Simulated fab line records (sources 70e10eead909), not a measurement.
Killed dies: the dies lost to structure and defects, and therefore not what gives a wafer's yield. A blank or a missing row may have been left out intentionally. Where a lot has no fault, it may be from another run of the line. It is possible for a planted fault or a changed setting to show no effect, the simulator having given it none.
fab line records + flow nandHarc
record:
- lots: 6
- wafers: 18
- lastDay: 33
route steps=1302 shown A_SGD_CUT@893 END@1302
lots that met no fault: from a run of the same line without faults
startH: hours from the record's opening day to when the first of the lot's shown wafers began + waitH: hours elapsed since this lot's preceding step + " same as the row above + L1.1+2: one row covering several wafers at once + - no value present, or no start provided + * or withheld: withheld + < > ~ a bound
route shown NAME@n: NAME is a module with steps in the file, n the number in the route of the first one + usual: mean/standard deviation taken from wafers without a fault + same: alike in all rows + chamber/n: place in a boat + sites: each site's reading + _std_site: standard deviation across them + _edge_site: outer sites' mean less inner sites' + radiusMm: for every site, how far away it sits from the centre of the wafer + mask NAME#n: copy n + behind: tool/chamber where the wafer was last shaped + hold: the reason the lot was held/the length of the hold in hours/how it ended + device: whichever transistor did not switch (one of n, p or np) + end of line: the tests these same wafers got at the end of their route + where a step has no rows: the recipe by itself + killed: not the wafer's yield, but the dies lost to structure and defects at the first sort + map: a wafer's dies, marking killed ones x, the rest . and places with no die _
set.NAME: the setting the step ran with; set.NAME@STEP: the setting that earlier step ran with + model.NAME: the simulator's own value behind a step, which no gauge read
certain route steps with their lots: each step a table, each wafer a row
services: a tool's chamber out of use, with start hour (startH, from the record's first day; less than 0 if before it), hours out, and reason
== steps ==
step: NHARC_A_SGD_CUT_COAT_56
recipe:
- tempC: 260
- timeS: 75
step: NHARC_A_SGD_CUT_COAT_57
recipe:
- tempC: 225
- timeS: 65
step: NHARC_A_SGD_CUT_COAT_03
recipe:
- spinRpm: 1500
- resistThkNm: 90
step: NHARC_A_SGD_CUT_SOFTBAKE_04
recipe:
- tempC: 105
- timeS: 55
step: NHARC_A_SGD_CUT_EBR_05
step: NHARC_A_SGD_CUT_EXPOSE_06
recipe:
- na: 1.35
- doseMj: 85.59
- maskId: SGD
step: NHARC_A_SGD_CUT_PEB_07
recipe:
- pebTempC: 100
- pebTimeS: 65
step: NHARC_A_SGD_CUT_DEVELOP_08
recipe:
- developTimeS: 35
- devTempC: 23
step: NHARC_A_SGD_CUT_CD_MEAS_09
recipe:
- targetCdNm: 100
- landingEnergyEv: 500
usual:
- cdNm: 99.9/0.41
| lot.wafer | tool     | chamber | startH | waitH | cdNm  |
|-----------|----------|---------|--------|-------|-------|
| L314.2    | cdSem-01 | 0       | 502.34 | -     | 99.1  |
| L314.4    | "        | 0       | "      | "     | 99.3  |
| L314.6    | "        | 0       | "      | "     | 99.3  |
| L318.2    | cdSem-01 | 0       | 537.46 | -     | 100.1 |
| L318.3    | "        | 0       | "      | "     | 100.0 |
| L318.6    | "        | 0       | "      | "     | 100.0 |
| L323.2    | cdSem-02 | 0       | 609.24 | -     | 99.6  |
| L323.4    | "        | 0       | "      | "     | 99.3  |
| L323.5    | "        | 0       | "      | "     | 99.6  |
| L325.1    | cdSem-02 | 0       | 634.23 | -     | 99.8  |
| L325.5    | "        | 0       | "      | "     | 100.0 |
| L325.6    | "        | 0       | "      | "     | 99.9  |
| L327.2    | cdSem-02 | 0       | 645.97 | -     | 99.8  |
| L327.4    | "        | 0       | "      | "     | 99.5  |
| L327.5    | "        | 0       | "      | "     | 100.2 |
| L330.1    | cdSem-02 | 0       | 656.95 | -     | 100.3 |
| L330.5    | "        | 0       | "      | "     | 99.7  |
| L330.6    | "        | 0       | "      | "     | 99.4  |
step: NHARC_A_SGD_CUT_OVL_MEAS_10
usual:
- overlayXNm: -0.1/0.87
- overlayYNm: -0.4/0.77
| lot.wafer | tool       | chamber | startH | waitH | overlayXNm | overlayYNm |
|-----------|------------|---------|--------|-------|------------|------------|
| L314.2    | overlay-01 | -       | 502.42 | -     | -0.3       | 0.2        |
| L314.4    | "          | -       | "      | "     | -0.6       | 0.3        |
| L314.6    | "          | -       | "      | "     | -0.6       | 0.3        |
| L318.2    | overlay-01 | -       | 537.55 | -     | 1.2        | -0.8       |
| L318.3    | "          | -       | "      | "     | 0.9        | -0.4       |
| L318.6    | "          | -       | "      | "     | 1.2        | -0.4       |
| L323.2    | overlay-02 | -       | 609.33 | -     | 0.5        | -0.7       |
| L323.4    | "          | -       | "      | "     | 1.1        | -0.8       |
| L323.5    | "          | -       | "      | "     | 1.4        | -0.4       |
| L325.1    | overlay-01 | -       | 634.32 | -     | 0.1        | -0.6       |
| L325.5    | "          | -       | "      | "     | 0.2        | -0.4       |
| L325.6    | "          | -       | "      | "     | 0.6        | 0.1        |
| L327.2    | overlay-01 | -       | 646.05 | -     | -1.3       | 0.1        |
| L327.4    | "          | -       | "      | "     | -1.7       | -0.5       |
| L327.5    | "          | -       | "      | "     | -1.5       | -0.3       |
| L330.1    | overlay-01 | -       | 657.04 | -     | 0.0        | -0.5       |
| L330.5    | "          | -       | "      | "     | 0.5        | -0.4       |
| L330.6    | "          | -       | "      | "     | 0.0        | -1.3       |
step: NHARC_A_SGD_CUT_INSPECT_11
usual:
- rawDefectCount: 60/29
| lot.wafer | tool             | chamber | startH | waitH | rawDefectCount |
|-----------|------------------|---------|--------|-------|----------------|
| L314.2    | defectInspect-02 | -       | 502.46 | 0.0   | 95             |
| L314.4    | "                | -       | "      | "     | 103            |
| L314.6    | "                | -       | "      | "     | 86             |
| L318.2    | defectInspect-01 | -       | 537.59 | 0.0   | 47             |
| L318.3    | "                | -       | "      | "     | 43             |
| L318.6    | "                | -       | "      | "     | 33             |
| L323.2    | defectInspect-02 | -       | 609.36 | 0.0   | 68             |
| L323.4    | "                | -       | "      | "     | 47             |
| L323.5    | "                | -       | "      | "     | 49             |
| L325.1    | defectInspect-02 | -       | 634.36 | 0.0   | 57             |
| L325.5    | "                | -       | "      | "     | 65             |
| L325.6    | "                | -       | "      | "     | 68             |
| L327.2    | defectInspect-02 | -       | 646.09 | 0.0   | 23             |
| L327.4    | "                | -       | "      | "     | 36             |
| L327.5    | "                | -       | "      | "     | 37             |
| L330.1    | defectInspect-01 | -       | 657.08 | 0.0   | 28             |
| L330.5    | "                | -       | "      | "     | 33             |
| L330.6    | "                | -       | "      | "     | 36             |
step: NHARC_A_SGD_CUT_DESCUM_14
recipe:
- timeS: 3
- o2FlowSccm: 200
- arFlowSccm: 0
- biasPowerW: 0
- chemistry: O2
usual:
- drypumpMotorCurrentA: 5.8/0.58
- oesProductAu: 1.000/0.0073
- rfVppV: 57.8/0.88
- showerheadPlenumPTorr: 1.89/0.072
- throttleValvePct: 11.310/0.0098
| lot.wafer | tool       | chamber | startH | waitH | drypumpMotorCurrentA | oesProductAu | rfHoursCounterH | rfVppV | showerheadPlenumPTorr | throttleValvePct |
|-----------|------------|---------|--------|-------|----------------------|--------------|-----------------|--------|-----------------------|------------------|
| L314.2    | rieDiel-03 | 0       | 502.54 | 0.1   | 5.7                  | 0.996        | 3               | 57.9   | 2.03                  | 11.304           |
| L314.6    | "          | 2       | "      | "     | 5.9                  | 0.983        | -               | 57.4   | 1.95                  | 11.314           |
| L314.4    | "          | 3       | "      | "     | 4.8                  | 0.990        | -               | 57.4   | 1.83                  | 11.311           |
| L318.3    | rieDiel-13 | 1       | 537.66 | 0.1   | 4.9                  | 1.012        | 0               | 58.5   | 1.82                  | 11.296           |
| L318.2    | "          | 2       | "      | "     | 5.5                  | 0.997        | 0               | 56.7   | 1.94                  | 11.319           |
| L318.6    | "          | 0       | "      | "     | 6.4                  | 0.993        | -               | 57.5   | 1.84                  | 11.311           |
| L323.2    | rieDiel-03 | 3       | 609.43 | 0.1   | 4.9                  | 1.003        | 15              | 57.7   | 1.83                  | 11.308           |
| L323.4    | "          | 1       | "      | "     | 6.0                  | 1.008        | 13              | 58.0   | 1.85                  | 11.312           |
| L323.5    | "          | 2       | "      | "     | 5.9                  | 1.005        | -               | 56.9   | 1.94                  | 11.304           |
| L325.1    | rieDiel-03 | 2       | 634.46 | 0.1   | 5.9                  | 1.007        | 14              | 56.3   | 1.94                  | 11.297           |
| L325.6    | "          | 0       | "      | "     | 5.7                  | 1.003        | -               | 58.9   | 2.03                  | 11.313           |
| L325.5    | "          | 1       | "      | "     | 6.0                  | 1.000        | -               | 57.1   | 1.85                  | 11.314           |
| L327.2    | rieDiel-13 | 1       | 646.15 | 0.1   | 5.0                  | 1.008        | 6               | 58.2   | 1.81                  | 11.321           |
| L327.5    | "          | 1       | "      | "     | 4.9                  | 0.995        | -               | 57.6   | 1.81                  | 11.310           |
| L327.4    | "          | 2       | "      | "     | 5.4                  | 0.996        | -               | 57.9   | 1.94                  | 11.309           |
| L330.1    | rieDiel-10 | 3       | 657.15 | 0.1   | 6.6                  | 1.011        | 4               | 58.2   | 1.94                  | 11.328           |
| L330.5    | "          | 1       | "      | "     | 6.5                  | 1.003        | -               | 57.2   | 1.81                  | 11.323           |
| L330.6    | "          | 2       | "      | "     | 6.0                  | 1.011        | -               | 58.7   | 1.97                  | 11.310           |
step: NHARC_A_SGD_CUT_ETCH_58
recipe:
- targetDepthA: 390
- overEtchFrac: 0.3
- timeS: 65
- ionEnergyEv: 80
- cf4FlowSccm: 150
- arFlowSccm: 0
- rfW: 300
- biasW: 100
- chemistry: CF4
usual:
- drypumpMotorCurrentA: 5.8/0.56
- oesProductAu: 1.002/0.0078
- rfVppV: 151.0/1
- runLengthS: 86.1/0.49
- showerheadPlenumPTorr: 1.75/0.063
- throttleValvePct: 13.285/0.0096
| lot.wafer | tool       | chamber | startH | waitH | drypumpMotorCurrentA | oesProductAu | rfHoursCounterH | rfVppV | runLengthS | showerheadPlenumPTorr | throttleValvePct |
|-----------|------------|---------|--------|-------|----------------------|--------------|-----------------|--------|------------|-----------------------|------------------|
| L314.2    | rieDiel-03 | 0       | 502.63 | 0.1   | 5.7                  | 1.002        | 3               | 152.2  | 85.6       | 1.87                  | 13.297           |
| L314.4    | "          | 3       | "      | "     | 4.8                  | 0.999        | -               | 149.6  | 85.4       | 1.70                  | 13.290           |
| L314.6    | "          | 0       | "      | "     | 5.7                  | 0.991        | -               | 152.2  | 85.3       | 1.87                  | 13.304           |
| L318.2    | rieDiel-13 | 2       | 537.73 | 0.1   | 5.4                  | 0.999        | 0               | 151.2  | 85.4       | 1.79                  | 13.283           |
| L318.3    | "          | 0       | "      | "     | 6.4                  | 0.995        | 0               | 149.5  | 86.2       | 1.71                  | 13.265           |
| L318.6    | "          | 2       | "      | "     | 5.4                  | 0.998        | -               | 150.6  | 85.8       | 1.79                  | 13.284           |
| L323.4    | rieDiel-03 | 2       | 609.52 | 0.1   | 5.9                  | 1.006        | 12              | 151.0  | 86.6       | 1.79                  | 13.273           |
| L323.2    | "          | 3       | "      | "     | 4.8                  | 1.007        | 15              | 149.1  | 85.3       | 1.69                  | 13.273           |
| L323.5    | "          | 0       | "      | "     | 5.7                  | 0.996        | -               | 153.9  | 93.5       | 1.87                  | 13.300           |
| L325.1    | rieDiel-03 | 3       | 634.54 | 0.1   | 4.8                  | 1.011        | 17              | 149.6  | 93.4       | 1.69                  | 13.264           |
| L325.5    | "          | 1       | "      | "     | 6.0                  | 0.995        | -               | 151.3  | 93.9       | 1.71                  | 13.296           |
| L325.6    | "          | 2       | "      | "     | 5.9                  | 1.001        | -               | 151.2  | 86.0       | 1.79                  | 13.278           |
| L327.2    | rieDiel-13 | 3       | 646.27 | 0.1   | 5.6                  | 0.990        | 6               | 149.2  | 86.1       | 1.67                  | 13.296           |
| L327.4    | "          | 1       | "      | "     | 5.0                  | 1.010        | -               | 149.9  | 86.9       | 1.68                  | 13.287           |
| L327.5    | "          | 3       | "      | "     | 5.6                  | 0.995        | -               | 151.2  | 85.5       | 1.67                  | 13.277           |
| L330.1    | rieDiel-10 | 1       | 657.23 | 0.1   | 6.5                  | 1.010        | 4               | 151.2  | 86.0       | 1.68                  | 13.278           |
| L330.5    | "          | 0       | "      | "     | 6.4                  | 1.005        | -               | 150.8  | 86.5       | 1.77                  | 13.278           |
| L330.6    | "          | 1       | "      | "     | 6.5                  | 1.004        | -               | 150.1  | 86.6       | 1.68                  | 13.289           |
step: NHARC_A_SGD_CUT_ETCH_59
recipe:
- targetDepthA: 2600
- overEtchFrac: 0.25
- timeS: 406.25
- ionEnergyEv: 200
- n2FlowSccm: 150
- h2FlowSccm: 150
- arFlowSccm: 0
- rfW: 400
- biasW: 150
- chemistry: N2/H2
usual:
- drypumpMotorCurrentA: 5.8/0.57
- oesProductAu: 1.000/0.0071
- rfVppV: 429.9/2.2
- runLengthS: 427.4/0.5
- showerheadPlenumPTorr: 2.01/0.078
- throttleValvePct: 14.171/0.0086
| lot.wafer | tool       | chamber | startH | waitH | drypumpMotorCurrentA | oesProductAu | rfHoursCounterH | rfVppV | runLengthS | showerheadPlenumPTorr | throttleValvePct |
|-----------|------------|---------|--------|-------|----------------------|--------------|-----------------|--------|------------|-----------------------|------------------|
| L314.2    | rieDiel-03 | 3       | -      | -     | 4.8                  | 1.003        | 4               | 428.1  | 426.9      | 1.95                  | 14.182           |
| L314.4    | "          | 3       | "      | "     | 4.8                  | 0.990        | -               | 428.9  | 426.5      | 1.95                  | 14.153           |
| L314.6    | "          | 2       | "      | "     | 5.9                  | 0.997        | -               | 430.8  | 427.4      | 2.08                  | 14.178           |
| L318.2    | rieDiel-13 | 2       | -      | -     | 5.4                  | 0.995        | 0               | 432.0  | 426.6      | 2.07                  | 14.171           |
| L318.3    | "          | 3       | "      | "     | 5.6                  | 1.000        | 0               | 427.3  | 427.2      | 1.92                  | 14.178           |
| L318.6    | "          | 2       | "      | "     | 5.5                  | 0.992        | -               | 431.8  | 427.3      | 2.07                  | 14.188           |
| L323.2    | rieDiel-03 | 2       | -      | -     | 5.9                  | 1.004        | 12              | 431.0  | 427.7      | 2.07                  | 14.164           |
| L323.4    | "          | 1       | "      | "     | 6.0                  | 1.006        | 13              | 429.9  | 427.1      | 1.97                  | 14.171           |
| L323.5    | "          | 3       | "      | "     | 4.8                  | 0.999        | -               | 427.9  | 426.7      | 1.94                  | 14.184           |
| L325.1    | rieDiel-03 | 0       | -      | -     | 5.7                  | 1.007        | 18              | 434.6  | 426.7      | 2.16                  | 14.172           |
| L325.6    | "          | 2       | "      | "     | 5.9                  | 0.997        | -               | 431.6  | 427.8      | 2.07                  | 14.163           |
| L325.5    | "          | 3       | "      | "     | 4.8                  | 0.998        | -               | 428.9  | 426.5      | 1.94                  | 14.175           |
| L327.2    | rieDiel-13 | 3       | -      | -     | 5.6                  | 0.995        | 6               | 427.2  | 426.9      | 1.92                  | 14.186           |
| L327.4    | "          | 3       | "      | "     | 5.6                  | 0.988        | -               | 426.4  | 427.0      | 1.92                  | 14.161           |
| L327.5    | "          | 1       | "      | "     | 5.0                  | 0.992        | -               | 425.8  | 428.5      | 1.93                  | 14.160           |
| L330.1    | rieDiel-10 | 1       | -      | -     | 6.5                  | 0.995        | 4               | 427.6  | 427.3      | 1.93                  | 14.168           |
| L330.5    | "          | 2       | "      | "     | 6.0                  | 1.016        | -               | 430.9  | 428.1      | 2.10                  | 14.183           |
| L330.6    | "          | 3       | "      | "     | 6.6                  | 1.003        | -               | 431.5  | 427.6      | 2.07                  | 14.157           |
step: NHARC_END_SORT_01
recipe:
- tempC: 25
usual:
- killedAtArray: 61/23
- killedAtOther: 1.3/1.4
- killedAtPeriphery: 4.0/2.6
- killedDies: 66/22
- killedOpen: 3.4/1.8
- killedShort: 2.3/1.4
same:
- grossDies: 677
| lot.wafer | tool      | chamber | startH | waitH | killedAtArray | killedAtOther | killedAtPeriphery | killedDies | killedOpen | killedShort |
|-----------|-----------|---------|--------|-------|---------------|---------------|-------------------|------------|------------|-------------|
| L314.2    | prober-01 | 0       | 629.27 | 2.8   | 103           | 6             | 2                 | 111        | 2          | 3           |
| L314.4    | prober-01 | 0       | 630.88 | 3.4   | 112           | 0             | 2                 | 114        | 6          | 4           |
| L314.6    | prober-01 | 0       | 632.49 | 4.0   | 89            | 4             | 1                 | 94         | 6          | 2           |
| L323.2    | prober-01 | 0       | 733.51 | 2.8   | 79            | 1             | 2                 | 82         | 2          | 1           |
| L323.4    | prober-01 | 0       | 735.10 | 3.4   | 78            | 1             | 11                | 90         | 2          | 5           |
| L323.5    | prober-01 | 0       | 735.89 | 3.7   | 72            | 1             | 5                 | 78         | 5          | 1           |
| L330.1    | prober-01 | 0       | 779.85 | 2.5   | 39            | 3             | 0                 | 42         | 2          | 2           |
| L330.5    | prober-01 | 0       | 783.03 | 3.7   | 46            | 1             | 3                 | 50         | 5          | 2           |
| L330.6    | prober-01 | 0       | 783.82 | 4.0   | 54            | 1             | 4                 | 59         | 5          | 1           |
killed by level:class
L314.2 A_SLIT:chamberFilmFlake=34 A_CHANNEL_HOLE_D2:chamberFilmFlake=31 A_CHANNEL_HOLE_D1:chamberFilmFlake=30 THIN_TSV:chamberFilmFlake=6 A_CONTACT:chamberFilmFlake=4 P_CONTACT:geometricParticle:short=1 A_CHANNEL_FILL_D1:geometricParticle:short=1 A_CHANNEL_FILL_D1:geometricParticle:open=1
L314.4 A_CHANNEL_HOLE_D2:chamberFilmFlake=31 A_CHANNEL_HOLE_D1:chamberFilmFlake=30 A_SLIT:chamberFilmFlake=29 A_CONTACT:chamberFilmFlake=8 A_ONON_D2:geometricParticle:short=2 A_WL_FILL:chamberFilmFlake=2 P_M0:geometricParticle:open=1 A_ONON_D1:geometricParticle:open=1
L314.6 A_SLIT:chamberFilmFlake=26 A_CHANNEL_HOLE_D1:chamberFilmFlake=25 A_CHANNEL_HOLE_D2:chamberFilmFlake=24 A_CONTACT:chamberFilmFlake=4 A_WL_FILL:chamberFilmFlake=3 THIN_TSV:chamberFilmFlake=3 A_ONON_D1:geometricParticle:open=1 A_ONON_D1:geometricParticle:short=1
L323.2 A_CHANNEL_HOLE_D1:chamberFilmFlake=33 A_SLIT:chamberFilmFlake=32 A_CONTACT:chamberFilmFlake=5 A_CHANNEL_FILL_D1:chamberFilmFlake=4 P_M1:chamberFilmFlake=2 A_SOURCE_PLATE:geometricParticle:open=1 A_CHANNEL_FILL_D2:geometricParticle:open=1 A_M1:geometricParticle:short=1
L323.4 A_SLIT:chamberFilmFlake=36 A_CHANNEL_HOLE_D1:chamberFilmFlake=31 P_GATE:chamberFilmFlake=8 A_CHANNEL_FILL_D1:chamberFilmFlake=2 A_CONTACT:chamberFilmFlake=2 P_STI:geometricParticle:short=1 P_M0:geometricParticle:short=1 A_CHANNEL_FILL_D1:geometricParticle:open=1
L323.5 A_SLIT:chamberFilmFlake=33 A_CHANNEL_HOLE_D1:chamberFilmFlake=26 A_CONTACT:chamberFilmFlake=4 A_DECK1_JOINT:chamberFilmFlake=3 A_CHANNEL_FILL_D2:geometricParticle:open=2 P_GATE:chamberFilmFlake=2 P_CONTACT:geometricParticle:open=1 P_M0:geometricParticle:open=1
L330.1 A_CHANNEL_HOLE_D1:chamberFilmFlake=12 A_SLIT:chamberFilmFlake=8 A_CONTACT:chamberFilmFlake=6 A_CHANNEL_FILL_D1:chamberFilmFlake=4 THIN_TSV:chamberFilmFlake=3 A_CHANNEL_FILL_D2:chamberFilmFlake=2 A_DECK1_JOINT:geometricParticle:short=1 A_CHANNEL_FILL_D2:geometricParticle:short=1
L330.5 A_CHANNEL_HOLE_D1:chamberFilmFlake=20 A_SLIT:chamberFilmFlake=8 A_CONTACT:chamberFilmFlake=5 A_WL_FILL:chamberFilmFlake=3 A_BLC:geometricParticle:open=2 A_CHANNEL_FILL_D2:chamberFilmFlake=2 P_GATE:geometricParticle:open=1 A_ONON_D1:geometricParticle:short=1
L330.6 A_CHANNEL_HOLE_D1:chamberFilmFlake=23 A_SLIT:chamberFilmFlake=12 A_CONTACT:chamberFilmFlake=10 P_M0:geometricParticle:open=4 A_WL_FILL:chamberFilmFlake=3 A_CHANNEL_FILL_D1:chamberFilmFlake=2 A_WL_FILL:geometricParticle:open=1 STARTING-WAFER:geometricParticle:short=1
== services ==
| tool       | chamber | startH | hours | kind   |
|------------|---------|--------|-------|--------|
| rieDiel-13 | 1       | 480.86 | 5.4   | repair |
| rieDiel-03 | 0       | 491.80 | -     | clean  |
| rieDiel-03 | 1       | 491.80 | -     | clean  |
| rieDiel-03 | 2       | 491.80 | -     | clean  |
| rieDiel-03 | 3       | 491.80 | -     | clean  |
| rieDiel-03 | 1       | 499.91 | 9.9   | repair |
| rieDiel-03 | 2       | 515.60 | 7.7   | repair |
| rieDiel-03 | 0       | 516.30 | -     | clean  |
| rieDiel-03 | 1       | 516.30 | -     | clean  |
| rieDiel-03 | 3       | 516.30 | -     | clean  |
| rieDiel-13 | -       | 519.04 | 9.0   | pm     |
| rieDiel-03 | -       | 535.04 | 0.7   | repair |
| rieDiel-03 | 0       | 540.80 | -     | clean  |
| rieDiel-03 | 1       | 540.80 | -     | clean  |
| rieDiel-03 | 2       | 540.80 | -     | clean  |
| rieDiel-03 | 3       | 540.80 | -     | clean  |
| rieDiel-10 | 3       | 543.77 | 5.0   | repair |
| rieDiel-13 | 3       | 547.43 | 2.9   | repair |
| rieDiel-03 | 0       | 565.58 | -     | clean  |
| rieDiel-03 | 2       | 581.81 | 9.6   | repair |
| rieDiel-10 | -       | 582.42 | 0.3   | repair |
| rieDiel-10 | -       | 596.50 | 9.0   | pm     |
| rieDiel-13 | -       | 628.07 | 0.5   | repair |
| rieDiel-13 | 0       | 637.30 | 15.2  | repair |
== key ==
firstSign:
- step: NHARC_A_SGD_CUT_ETCH_58
- reading: runLengthS
- direction: up
- sigmas: 15
- usual: *
- struck: *
effect none on later readings
metAt NHARC_A_SGD_CUT_ETCH_58
struckWafers L323.5,L325.1,L325.5
testerLeftOut L323,L325
onsetBetween 502.63 609.52
fault:
- kind: processParameterDrift
- tool: rieDiel-03
- chamber: -
- onsetH: 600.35
- steps: NHARC_A_SGD_CUT_ETCH_58
- channel: timeS
- offset: *
- shape: step
- endH: 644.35
- scope: struckWafersOnly
- actsIn: *
- stated: *
testerLeftOut: of these lots the tester's yield and bins aren't shown, on N5 and GAA mostly nor the transistor test; their killed dies are dies lost to structure and defects alone, not to doping, threshold or leakage, so they don't give the yield
